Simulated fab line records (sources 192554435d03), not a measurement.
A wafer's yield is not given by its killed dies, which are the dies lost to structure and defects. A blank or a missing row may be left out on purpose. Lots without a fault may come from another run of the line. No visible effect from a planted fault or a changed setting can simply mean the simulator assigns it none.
fab line records + flow n5_finfet
record
- lots=7
- wafers=19
- last_day=19
route steps=1938 shown BEOL_M0_SAQP@661 BEOL_M4@1111
lots untouched by any fault: they come from a run of this same line in which no faults occurred
start_h: hours from the record's first day to the start of the lot's first wafer shown + wait_h: hours from the lot's prior step to this one + " same as the row above + L1.1+2: several wafers, shown together as one row + - either no value or no given start + * or withheld: withheld + < > ~ a bound
route shown NAME@n: names a module that has steps shown in the file, with the first one's number in the route + usual: the fault-free wafers' mean and standard deviation + same: alike in all rows + chamber/n: place in a boat + sites: the reading at each site + _std_site: how widely they spread, as a standard deviation + _edge_site: outer sites' mean less inner sites' + radius_mm: for every site, how far away it sits from the centre of the wafer + mask NAME#n: copy n + behind: the tool/chamber that last shaped the wafer + hold: what put the lot on hold/how long, in hours/how the hold closed + device: the n, p or np transistor that did not switch + end of line: tests run on the same wafers once the route is complete + a step given without rows: its recipe and nothing more + killed: dies lost to structure and defects at the first sort, not the wafer's yield + map: dies across one wafer; x = killed, . = not, _ = none there
set.NAME: the run value of the setting; set.NAME@STEP: its run value at that earlier step + model.NAME: the simulator's own value behind a step, which no gauge read
certain route steps with their lots: each step a table, each wafer a row
services: a tool's chamber out of use, with start hour (start_h, from the record's first day; less than 0 if before it), hours out, and reason
## steps
# step N5_BEOL_M0_SAQP_SRD_93
# recipe
- dry=ipa_marangoni
- time_s=30
- temp_c=23
- rinse_liquid=diw
# step N5_BEOL_M0_SAQP_RECESS_114
# recipe
- chemistry=HF/NH3
- target=SiO2
- target_depth_a=144
- afs_cycles=3
- temp_c=30
- sublimation_temp_c=180
- sublimation_time_s=60
# usual
- drypump_motor_current_A=5.6/0.63
| lot.wafer | tool          | chamber | start_h | wait_h | drypump_motor_current_A |
|-----------|---------------|---------|---------|--------|-------------------------|
| L929.1    | vapor_etch-02 | 0       | 166.76  | 0.0    | 4.9                     |
| L929.3    | "             | 0       | "       | "      | 4.9                     |
| L929.6    | "             | 1       | "       | "      | 5.4                     |
| L930.1    | vapor_etch-02 | 0       | 176.31  | 0.3    | 4.9                     |
| L930.5    | "             | 1       | "       | "      | 5.4                     |
| L930.6    | "             | 0       | "       | "      | 4.9                     |
| L932.2    | vapor_etch-01 | 1       | 188.60  | 0.0    | 5.3                     |
| L932.5    | "             | 0       | "       | "      | 6.5                     |
| L933.3    | vapor_etch-01 | 1       | 193.82  | 0.1    | 5.3                     |
| L933.5    | "             | 0       | "       | "      | 6.5                     |
| L933.6    | "             | 1       | "       | "      | 5.3                     |
| L934.1    | vapor_etch-01 | 1       | 206.65  | 0.0    | 5.3                     |
| L934.6    | "             | 0       | "       | "      | 6.5                     |
| L939.4    | vapor_etch-01 | 0       | 237.90  | 0.1    | 6.5                     |
| L939.5    | "             | 1       | "       | "      | 5.3                     |
| L939.6    | "             | 0       | "       | "      | 6.5                     |
| L940.1    | vapor_etch-01 | 0       | 240.84  | 0.0    | 6.5                     |
| L940.2    | "             | 1       | "       | "      | 5.2                     |
| L940.3    | "             | 1       | "       | "      | 5.3                     |
# step N5_BEOL_M0_SAQP_SPACER1_ALD_98
# recipe
- material=SiO2
- target_thk_a=128
- temp_c=300
- ald_precursor_family=BDEAS
- ald_co_reactant=O2-plasma
- pulse_time_s=1
- purge_time_s=2
- co_reactant_purge_time_s=2
- ald_cycles=138
- pressure_torr=2
# usual
- heater_power_w=456/43
- precursor_pulse_height_rel=1.001/0.019
| lot.wafer | tool       | chamber | start_h | wait_h | heater_power_w | precursor_pulse_height_rel |
|-----------|------------|---------|---------|--------|----------------|----------------------------|
| L929.1    | ald_sin-01 | 0       | 167.15  | 0.3    | 429            | 1.001                      |
| L929.3    | "          | 1       | "       | "      | 518            | 1.018                      |
| L929.6    | "          | 0       | "       | "      | 439            | 1.007                      |
| L930.1    | ald_sin-03 | 0       | 177.25  | 0.8    | 394            | 0.995                      |
| L930.5    | "          | 0       | "       | "      | 400            | 0.999                      |
| L930.6    | "          | 1       | "       | "      | 464            | 1.013                      |
| L932.2    | ald_sin-01 | 0       | 189.92  | 1.2    | 425            | 0.961                      |
| L932.5    | "          | 0       | "       | "      | 429            | 1.013                      |
| L933.3    | ald_sin-01 | 3       | 194.08  | 0.1    | 472            | 0.979                      |
| L933.5    | "          | 1       | "       | "      | 500            | 1.004                      |
| L933.6    | "          | 0       | "       | "      | 431            | 0.989                      |
| L934.1    | ald_sin-01 | 2       | 207.04  | 0.3    | 409            | 1.034                      |
| L934.6    | "          | 1       | "       | "      | 510            | 1.029                      |
| L939.4    | ald_sin-01 | 0       | 238.16  | 0.1    | 433            | 1.015                      |
| L939.5    | "          | 3       | "       | "      | 462            | 0.990                      |
| L939.6    | "          | 0       | "       | "      | 430            | 1.027                      |
| L940.1    | ald_sin-01 | 2       | 241.22  | 0.3    | 424            | 1.028                      |
| L940.2    | "          | 0       | "       | "      | 433            | 1.029                      |
| L940.3    | "          | 3       | "       | "      | 475            | 1.010                      |
# step N5_BEOL_M0_SAQP_SPACER1_ETCHBACK_99
# recipe
- chemistry=CHF3/O2
- mode=anisotropic_etchback
- target=SiO2
- target_depth_a=154
- time_s=7.7
- pressure_mtorr=30
- source_w=650
- bias_w=170
- Ar_flow_sccm=200
- CHF3_flow_sccm=50
- O2_flow_sccm=5
- ion_energy_ev=200
# usual
- drypump_motor_current_A=5.7/0.45
- oes_product_au=0.80/0.096
- rf_vpp_V=523/4.9
- showerhead_plenum_p_Torr=2.42/0.083
- throttle_valve_pct=18.94/0.22
# same
- time_s=7.7
| lot.wafer | tool        | chamber | start_h | wait_h | drypump_motor_current_A | oes_product_au | rf_hours_counter_h | rf_vpp_V | showerhead_plenum_p_Torr | throttle_valve_pct |
|-----------|-------------|---------|---------|--------|-------------------------|----------------|--------------------|----------|--------------------------|--------------------|
| L929.1    | rie_diel-02 | 3       | 167.62  | 0.3    | 5.8                     | 0.80           | 86                 | 517      | 2.34                     | 19.24              |
| L929.3    | "           | 0       | "       | "      | 5.6                     | 0.94           | 14                 | 518      | 2.37                     | 18.78              |
| L929.6    | "           | 1       | "       | "      | 6.3                     | 0.91           | -                  | 521      | 2.47                     | 18.65              |
| L930.1    | rie_diel-06 | 0       | 177.73  | 0.3    | 5.2                     | 0.95           | 10                 | 517      | 2.38                     | 18.70              |
| L930.5    | "           | 0       | "       | "      | 5.2                     | 0.94           | -                  | 519      | 2.38                     | 18.70              |
| L930.6    | "           | 1       | "       | "      | 5.6                     | 0.72           | -                  | 529      | 2.48                     | 19.27              |
| L932.2    | rie_diel-06 | 3       | 190.39  | 0.3    | 5.4                     | 0.69           | 206                | 523      | 2.40                     | 19.21              |
| L932.5    | "           | 3       | "       | "      | 5.4                     | 0.70           | -                  | 522      | 2.40                     | 19.21              |
| L933.3    | rie_diel-03 | 3       | 194.56  | 0.3    | 5.5                     | 0.91           | 17                 | 531      | 2.56                     | 18.66              |
| L933.5    | "           | 2       | "       | "      | 5.3                     | 0.69           | -                  | 520      | 2.28                     | 19.09              |
| L933.6    | "           | 3       | "       | "      | 5.5                     | 0.92           | -                  | 528      | 2.56                     | 18.67              |
| L934.1    | rie_diel-06 | 2       | 207.52  | 0.3    | 6.4                     | 0.74           | 168                | 518      | 2.31                     | 18.73              |
| L934.6    | "           | 2       | "       | "      | 6.4                     | 0.74           | -                  | 517      | 2.31                     | 18.73              |
| L939.4    | rie_diel-03 | 0       | 238.73  | 0.3    | 4.7                     | 0.82           | -                  | 522      | 2.36                     | 18.72              |
| L939.5    | "           | 1       | "       | "      | 6.1                     | 0.71           | -                  | 531      | 2.47                     | 19.05              |
| L939.6    | "           | 3       | "       | "      | 5.5                     | 0.88           | -                  | 532      | 2.55                     | 18.68              |
| L940.1    | rie_diel-03 | 3       | 241.70  | 0.3    | 5.5                     | 0.89           | 33                 | 531      | 2.55                     | 18.68              |
| L940.2    | "           | 1       | "       | "      | 6.1                     | 0.70           | 238                | 530      | 2.47                     | 19.04              |
| L940.3    | "           | 0       | "       | "      | 4.8                     | 0.81           | 60                 | 521      | 2.36                     | 18.74              |
# step N5_BEOL_M0_SAQP_MANDREL1_REMOVE_100
# recipe
- chemistry=HBr/Cl2/O2
- bt_time_s=10
- target=a-Si
- stop_on=SiNx
- endpoint=OES-SiCl
- over_etch_frac=0.85
- icp_w=600
- bias_w=30
- HBr_flow_sccm=150
- Cl2_flow_sccm=80
- O2_flow_sccm=5
- pressure_mtorr=10
# usual
- drypump_motor_current_A=5.8/0.44
- oes_product_au=1.000/0.022
- throttle_valve_pct=36.63/0.29
| lot.wafer | tool      | chamber | start_h | wait_h | drypump_motor_current_A | oes_product_au | rf_hours_counter_h | throttle_valve_pct |
|-----------|-----------|---------|---------|--------|-------------------------|----------------|--------------------|--------------------|
| L929.1    | rie_si-06 | 2       | 167.71  | 0.1    | 5.0                     | 1.014          | 158                | 36.22              |
| L929.3    | "         | 0       | "       | "      | 5.8                     | 0.992          | 12                 | 36.47              |
| L929.6    | "         | 2       | "       | "      | 5.0                     | 1.011          | -                  | 36.21              |
| L930.1    | rie_si-01 | 3       | 177.81  | 0.1    | 5.9                     | 1.000          | 21                 | 36.69              |
| L930.5    | "         | 1       | "       | "      | 6.0                     | 0.972          | -                  | 36.31              |
| L930.6    | "         | 0       | "       | "      | 6.2                     | 1.027          | -                  | 37.08              |
| L932.2    | rie_si-06 | 2       | 190.48  | 0.1    | 5.0                     | 1.011          | 159                | 36.21              |
| L932.5    | "         | 1       | "       | "      | 5.7                     | 1.037          | -                  | 36.84              |
| L933.3    | rie_si-01 | 3       | 194.64  | 0.1    | 5.9                     | 1.007          | 21                 | 36.68              |
| L933.5    | "         | 1       | "       | "      | 6.0                     | 0.976          | -                  | 36.32              |
| L933.6    | "         | 2       | "       | "      | 6.5                     | 0.992          | -                  | 36.46              |
| L934.1    | rie_si-01 | 0       | 207.60  | 0.1    | 6.2                     | 1.034          | 37                 | 37.09              |
| L934.6    | "         | 3       | "       | "      | 5.9                     | 0.995          | -                  | 36.66              |
| L939.4    | rie_si-01 | 1       | 238.83  | 0.1    | 6.1                     | 0.977          | -                  | 36.33              |
| L939.5    | "         | 0       | "       | "      | 6.2                     | 1.029          | -                  | 37.07              |
| L939.6    | "         | 2       | "       | "      | 6.4                     | 0.992          | -                  | 36.46              |
| L940.1    | rie_si-01 | 0       | 241.79  | 0.1    | 6.2                     | 1.034          | 38                 | 37.10              |
| L940.2    | "         | 2       | "       | "      | 6.4                     | 0.987          | 7                  | 36.47              |
| L940.3    | "         | 3       | "       | "      | 5.9                     | 0.994          | 22                 | 36.67              |
# step N5_BEOL_M0_SAQP_CD_MEAS_25
# recipe
- target_cd_nm=13.1
- landing_energy_ev=1000
- detector=se_inlens
# usual
- cd_nm=12.82/0.23
| lot.wafer | tool      | chamber | start_h | wait_h | cd_nm |
|-----------|-----------|---------|---------|--------|-------|
| L929.1    | cd_sem-02 | 0       | 167.82  | 0.1    | 12.57 |
| L929.3    | "         | 0       | "       | "      | 12.60 |
| L929.6    | "         | 0       | "       | "      | 12.40 |
| L930.1    | cd_sem-02 | 0       | 177.92  | 0.1    | 12.42 |
| L930.5    | "         | 0       | "       | "      | 12.71 |
| L930.6    | "         | 0       | "       | "      | 12.73 |
| L932.2    | cd_sem-03 | 0       | 190.59  | 0.1    | 12.78 |
| L932.5    | "         | 0       | "       | "      | 12.81 |
| L933.3    | cd_sem-02 | 0       | 194.76  | 0.1    | 12.73 |
| L933.5    | "         | 0       | "       | "      | 13.03 |
| L933.6    | "         | 0       | "       | "      | 12.64 |
| L934.1    | cd_sem-02 | 0       | 207.72  | 0.1    | 12.71 |
| L934.6    | "         | 0       | "       | "      | 12.57 |
| L939.4    | cd_sem-01 | 0       | 238.90  | 0.0    | 12.44 |
| L939.5    | "         | 0       | "       | "      | 12.61 |
| L939.6    | "         | 0       | "       | "      | 12.83 |
| L940.1    | cd_sem-03 | 0       | 241.90  | 0.1    | 13.07 |
| L940.2    | "         | 0       | "       | "      | 12.55 |
| L940.3    | "         | 0       | "       | "      | 12.93 |
# step N5_BEOL_M0_SAQP_ETCH_101
# recipe
- chemistry=CH3F/O2
- target=SiNx
- mask_material=SiO2
- target_depth_a=299
- time_s=42.7
- pressure_mtorr=30
- source_w=395
- bias_w=73
- Ar_flow_sccm=150
- CH3F_flow_sccm=30
- O2_flow_sccm=20
- ion_energy_ev=120
# step N5_BEOL_M0_SAQP_ETCH_102
# recipe
- chemistry=CF4
- target=SiO2
- target_depth_a=40
- ion_energy_ev=350
- time_s=4.4
- pressure_mtorr=10
- icp_w=800
- bias_w=400
- cf4_flow_sccm=80
# step N5_BEOL_M0_SAQP_MANDREL_ETCH_103
# recipe
- chemistry=HBr/Cl2
- target=a-Si
- target_depth_a=450
- bt_time_s=10
- stop_on=SiCN
- mask_material=SiO2
- over_etch_frac=0.8
- time_s=27
- pressure_mtorr=10
- icp_w=800
- bias_w=75
- HBr_flow_sccm=150
- Cl2_flow_sccm=80
- ends=end_point
# step N5_BEOL_M0_SAQP_RECESS_104
# recipe
- chemistry=HF/NH3
- target=SiO2
- target_depth_a=180
- afs_cycles=3
- temp_c=30
- sublimation_temp_c=180
- sublimation_time_s=60
# step N5_BEOL_M0_SAQP_COAT_105
# recipe
- resist=SOC
- temp_c=250
- time_s=60
- spin_rpm=1500
- resist_thk_nm=100
# step N5_BEOL_M0_SAQP_ETCH_106
# recipe
- chemistry=N2/H2
- target=SOC
- target_depth_a=1500
- stop_on=SiNx
- ion_energy_ev=100
- bias_w=61
- pressure_mtorr=30
- source_w=850
- n2_flow_sccm=200
- h2_flow_sccm=200
# usual
- drypump_motor_current_A=5.6/0.49
- oes_product_au=0.78/0.089
- rf_vpp_V=240.6/1.5
- showerhead_plenum_p_Torr=2.53/0.099
- throttle_valve_pct=17.84/0.26
| lot.wafer | tool        | chamber | start_h | wait_h | drypump_motor_current_A | oes_product_au | rf_hours_counter_h | rf_vpp_V | showerhead_plenum_p_Torr | throttle_valve_pct |
|-----------|-------------|---------|---------|--------|-------------------------|----------------|--------------------|----------|--------------------------|--------------------|
| L929.1    | rie_diel-03 | 1       | 168.55  | -      | 6.0                     | 0.71           | 216                | 240.9    | 2.62                     | 18.04              |
| L929.3    | "           | 3       | "       | "      | 5.5                     | 0.92           | 11                 | 244.1    | 2.72                     | 17.57              |
| L929.6    | "           | 2       | "       | "      | 5.3                     | 0.69           | -                  | 238.8    | 2.40                     | 18.03              |
| L930.1    | rie_diel-03 | 0       | 178.70  | -      | 4.8                     | 0.83           | 41                 | 240.0    | 2.49                     | 17.52              |
| L930.5    | "           | 3       | "       | "      | 5.5                     | 0.92           | -                  | 243.5    | 2.72                     | 17.57              |
| L930.6    | "           | 2       | "       | "      | 5.3                     | 0.70           | -                  | 241.7    | 2.40                     | 18.02              |
| L932.2    | rie_diel-03 | 3       | 191.35  | -      | 5.5                     | 0.91           | 17                 | 242.2    | 2.71                     | 17.57              |
| L932.5    | "           | 2       | "       | "      | 5.3                     | 0.69           | -                  | 238.3    | 2.40                     | 18.04              |
| L933.3    | rie_diel-02 | 0       | 195.46  | -      | 5.6                     | 0.92           | 22                 | 239.4    | 2.49                     | 17.60              |
| L933.5    | "           | 2       | "       | "      | 6.1                     | 0.73           | -                  | 241.9    | 2.63                     | 17.80              |
| L933.6    | "           | 1       | "       | "      | 6.4                     | 0.88           | -                  | 240.6    | 2.59                     | 17.63              |
| L934.1    | rie_diel-03 | 2       | 208.44  | -      | 5.3                     | 0.69           | 245                | 238.6    | 2.40                     | 18.03              |
| L934.6    | "           | 0       | "       | "      | 4.8                     | 0.81           | -                  | 240.4    | 2.48                     | 17.52              |
| L939.4    | rie_diel-06 | 3       | 239.68  | -      | 5.5                     | 0.68           | 217                | 241.5    | 2.52                     | 18.09              |
| L939.5    | "           | 1       | "       | "      | 5.6                     | 0.69           | -                  | 241.0    | 2.62                     | 18.24              |
| L939.6    | "           | 2       | "       | "      | 6.5                     | 0.73           | -                  | 241.2    | 2.42                     | 17.62              |
| L940.1    | rie_diel-06 | 3       | 242.72  | -      | 5.4                     | 0.68           | 218                | 238.8    | 2.52                     | 18.10              |
| L940.2    | "           | 1       | "       | "      | 5.6                     | 0.68           | 227                | 241.8    | 2.62                     | 18.26              |
| L940.3    | "           | 0       | "       | "      | 5.2                     | 0.90           | 26                 | 238.8    | 2.49                     | 17.57              |
# step N5_BEOL_M0_SAQP_ETCH_107
# recipe
- chemistry=CH3F/O2
- target=SiNx
- target_depth_a=300
- mask_material=SOC
- pressure_mtorr=30
- source_w=395
- bias_w=73
- Ar_flow_sccm=150
- CH3F_flow_sccm=30
- O2_flow_sccm=20
- ion_energy_ev=120
# usual
- drypump_motor_current_A=5.6/0.49
- oes_product_au=0.78/0.091
- rf_vpp_V=297.1/2.8
- showerhead_plenum_p_Torr=2.00/0.075
- throttle_valve_pct=16.41/0.24
| lot.wafer | tool        | chamber | start_h | wait_h | drypump_motor_current_A | oes_product_au | rf_hours_counter_h | rf_vpp_V | showerhead_plenum_p_Torr | throttle_valve_pct | model.BEOL_M0_SAQP.feature_depth_nm |
|-----------|-------------|---------|---------|--------|-------------------------|----------------|--------------------|----------|--------------------------|--------------------|-------------------------------------|
| L929.1    | rie_diel-03 | 1       | 168.61  | 0.0    | 6.0                     | 0.73           | 216                | 301.9    | 2.06                     | 16.50              | 30.4                                |
| L929.3    | "           | 3       | "       | "      | 5.5                     | 0.94           | 11                 | 302.9    | 2.13                     | 16.06              | 30                                  |
| L929.6    | "           | 2       | "       | "      | 5.3                     | 0.70           | -                  | 297.6    | 1.89                     | 16.60              | 29.2                                |
| L930.1    | rie_diel-03 | 0       | 178.76  | 0.0    | 4.8                     | 0.85           | 41                 | 295.5    | 1.96                     | 16.14              | 29.8                                |
| L930.5    | "           | 3       | "       | "      | 5.5                     | 0.85           | -                  | 301.2    | 2.12                     | 16.07              | 26.4                                |
| L930.6    | "           | 2       | "       | "      | 5.3                     | 0.65           | -                  | 295.8    | 1.89                     | 16.60              | 25.4                                |
| L932.2    | rie_diel-03 | 3       | 191.41  | 0.0    | 5.5                     | 0.90           | 17                 | 301.1    | 2.12                     | 16.08              | 29.6                                |
| L932.5    | "           | 2       | "       | "      | 5.3                     | 0.63           | -                  | 294.3    | 1.89                     | 16.60              | 25                                  |
| L933.3    | rie_diel-02 | 0       | 195.52  | 0.0    | 5.6                     | 0.93           | 22                 | 293.8    | 1.96                     | 16.20              | 30.4                                |
| L933.5    | "           | 2       | "       | "      | 6.0                     | 0.74           | -                  | 299.2    | 2.08                     | 16.46              | 30                                  |
| L933.6    | "           | 1       | "       | "      | 6.3                     | 0.89           | -                  | 295.3    | 2.05                     | 16.11              | 30                                  |
| L934.1    | rie_diel-03 | 2       | 208.50  | 0.0    | 5.3                     | 0.69           | 245                | 296.5    | 1.88                     | 16.61              | 28.8                                |
| L934.6    | "           | 0       | "       | "      | 4.7                     | 0.76           | -                  | 297.9    | 1.96                     | 16.16              | 25.8                                |
| L939.4    | rie_diel-06 | 3       | 239.74  | 0.0    | 5.4                     | 0.69           | 217                | 295.2    | 1.99                     | 16.70              | 30.2                                |
| L939.5    | "           | 1       | "       | "      | 5.6                     | 0.70           | -                  | 299.9    | 2.06                     | 16.77              | 30.2                                |
| L939.6    | "           | 2       | "       | "      | 6.5                     | 0.75           | -                  | 292.8    | 1.91                     | 16.26              | 30.6                                |
| L940.1    | rie_diel-06 | 3       | 242.78  | 0.0    | 5.4                     | 0.68           | 218                | 296.4    | 1.99                     | 16.71              | 30                                  |
| L940.2    | "           | 1       | "       | "      | 5.6                     | 0.69           | 227                | 300.7    | 2.06                     | 16.78              | 29.8                                |
| L940.3    | "           | 0       | "       | "      | 5.2                     | 0.91           | 26                 | 292.2    | 1.97                     | 16.17              | 30.2                                |
# step N5_BEOL_M0_SAQP_STRIP_108
# recipe
- chemistry=N2/H2
- power_w=500
- temp_c=40
- pressure_mtorr=50
- rf_frequency_hz=6e+07
- overash_fraction=0.3
- bias_power_w=28
- h2_frac=0.5
- n2_flow_sccm=300
- h2_flow_sccm=300
# step N5_BEOL_M4_RC_MEAS_101
# usual
- DIBL_N=36.6/1.3
- DIBL_P=36.4/1.4
- IOFF_N=0.167/0.023
- IOFF_P=0.219/0.029
- ION_N=678/8.7
- ION_P=464/6.4
- SS_N=71.5/0.53
- SS_P=73.4/0.57
- VT_N=248.5/2.8
- VT_P=-249/3.1
| lot.wafer | tool      | chamber | start_h | wait_h | DIBL_N[mV/V] | DIBL_P[mV/V] | IOFF_N[nA/um] | IOFF_P[nA/um] | ION_N[uA/um] | ION_P[uA/um] | SS_N[mV/dec] | SS_P[mV/dec] | VT_N[mV] | VT_P[mV] |
|-----------|-----------|---------|---------|--------|--------------|--------------|---------------|---------------|--------------|--------------|--------------|--------------|----------|----------|
| L930.1    | prober-01 | 0       | 254.70  | 0.0    | 33.7         | 34.7         | 0.145         | 0.229         | 679          | 470          | 71.3         | 72.7         | 250.3    | -244     |
| L930.5    | "         | 0       | "       | "      | 35.5         | 36.4         | 0.177         | 0.247         | 688          | 469          | 71.3         | 73.7         | 247.6    | -245     |
| L930.6    | "         | 0       | "       | "      | 33.3         | 34.6         | 0.134         | 0.224         | 666          | 465          | 70.5         | 73.0         | 252.9    | -245     |
| L929.1    | prober-01 | 0       | 283.19  | 0.0    | 36.5         | 36.2         | 0.178         | 0.202         | 677          | 461          | 71.8         | 72.7         | 246.3    | -249     |
| L929.3    | "         | 0       | "       | "      | 35.3         | 35.3         | 0.153         | 0.196         | 667          | 459          | 71.9         | 73.3         | 248.6    | -250     |
| L929.6    | "         | 0       | "       | "      | 37.0         | 37.4         | 0.185         | 0.225         | 681          | 460          | 71.5         | 73.7         | 243.9    | -249     |
| L934.1    | prober-02 | 0       | 296.68  | 0.0    | 37.5         | 37.2         | 0.187         | 0.261         | 679          | 465          | 72.4         | 73.6         | 246.6    | -245     |
| L934.6    | "         | 0       | "       | "      | 38.3         | 37.8         | 0.201         | 0.270         | 672          | 463          | 71.8         | 74.3         | 247.1    | -246     |
| L932.2    | prober-01 | 0       | 305.21  | 0.2    | 35.7         | 36.6         | 0.159         | 0.191         | 667          | 450          | 71.9         | 73.6         | 249.2    | -252     |
| L932.5    | "         | 0       | "       | "      | 36.1         | 37.4         | 0.176         | 0.202         | 665          | 452          | 72.1         | 73.8         | 249.8    | -252     |
| L933.3    | prober-01 | 0       | 308.82  | 0.3    | 37.4         | 37.2         | 0.193         | 0.231         | 675          | 461          | 71.2         | 73.1         | 246.4    | -248     |
| L933.5    | "         | 0       | "       | "      | 35.9         | 35.8         | 0.157         | 0.210         | 670          | 457          | 71.6         | 73.3         | 249.6    | -249     |
| L933.6    | "         | 0       | "       | "      | 35.7         | 35.4         | 0.152         | 0.201         | 677          | 460          | 71.9         | 73.5         | 249.6    | -251     |
| L939.4    | prober-01 | 0       | 334.99  | 0.5    | 36.9         | 35.3         | 0.148         | 0.176         | 676          | 458          | 71.3         | 73.2         | 249.4    | -254     |
| L939.5    | "         | 0       | "       | "      | 37.7         | 36.3         | 0.158         | 0.191         | 680          | 457          | 71.2         | 73.0         | 250.6    | -251     |
| L939.6    | "         | 0       | "       | "      | 37.2         | 35.9         | 0.148         | 0.179         | 669          | 458          | 71.5         | 73.4         | 251.7    | -255     |
| L940.1    | prober-01 | 0       | 351.14  | 0.0    | 36.9         | 37.9         | 0.164         | 0.231         | 674          | 467          | 71.6         | 74.1         | 251.0    | -249     |
| L940.2    | "         | 0       | "       | "      | 36.5         | 37.0         | 0.149         | 0.200         | 676          | 457          | 71.7         | 72.9         | 249.8    | -253     |
| L940.3    | "         | 0       | "       | "      | 37.9         | 39.8         | 0.187         | 0.257         | 683          | 471          | 72.1         | 73.3         | 247.3    | -248     |
## services
| tool        | chamber | start_h | hours | kind                          |
|-------------|---------|---------|-------|-------------------------------|
| rie_diel-03 | 1       | 145.19  | 1.6   | repair                        |
| rie_diel-06 | -       | 158.33  | 2.8   | pm                            |
| rie_diel-06 | 2       | 163.27  | 9.2   | repair                        |
| rie_diel-03 | -       | 177.21  | 0.8   | repair                        |
| rie_si-01   | 3       | 180.49  | 1.5   | repair                        |
| rie_si-01   | 0       | 188.76  | 7.2   | repair                        |
| rie_si-01   | 2       | 200.85  | 7.7   | repair                        |
| ald_sin-01  | -       | 211.62  | 0.5   | repair                        |
| rie_diel-02 | 2       | 214.00  | 6.4   | repair                        |
| rie_diel-02 | 1       | 219.30  | 40.8  | repair                        |
| rie_diel-03 | 2       | 225.34  | -     | clean                         |
| rie_diel-03 | 2       | 225.34  | -     | consumable_replace:focus_ring |
| rie_diel-03 | 2       | 225.34  | -     | consumable_replace:showerhead |
| rie_diel-03 | 2       | 225.34  | 18.0  | scheduled_down                |
| rie_diel-03 | 2       | 225.34  | 18.0  | vent_cycle                    |
| rie_si-01   | 3       | 238.06  | 2.9   | repair                        |
## key
first_sign none at tools or gauges
model_effect
- step=N5_BEOL_M0_SAQP_ETCH_107
- value=BEOL_M0_SAQP.feature_depth_nm
- without=29.45
- struck=25.65
met_at N5_BEOL_M0_SAQP_ETCH_107
struck_wafers L930.5,L930.6,L932.5,L934.6
onset_between 168.61 178.76
fault
- kind=process_parameter_drift
- tool=rie_diel-03
- chamber=-
- onset_h=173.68
- steps=N5_BEOL_M0_SAQP_ETCH_107
- channel=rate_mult
- offset=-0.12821
- shape=step
- end_h=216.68
- scope=struck_wafers_only
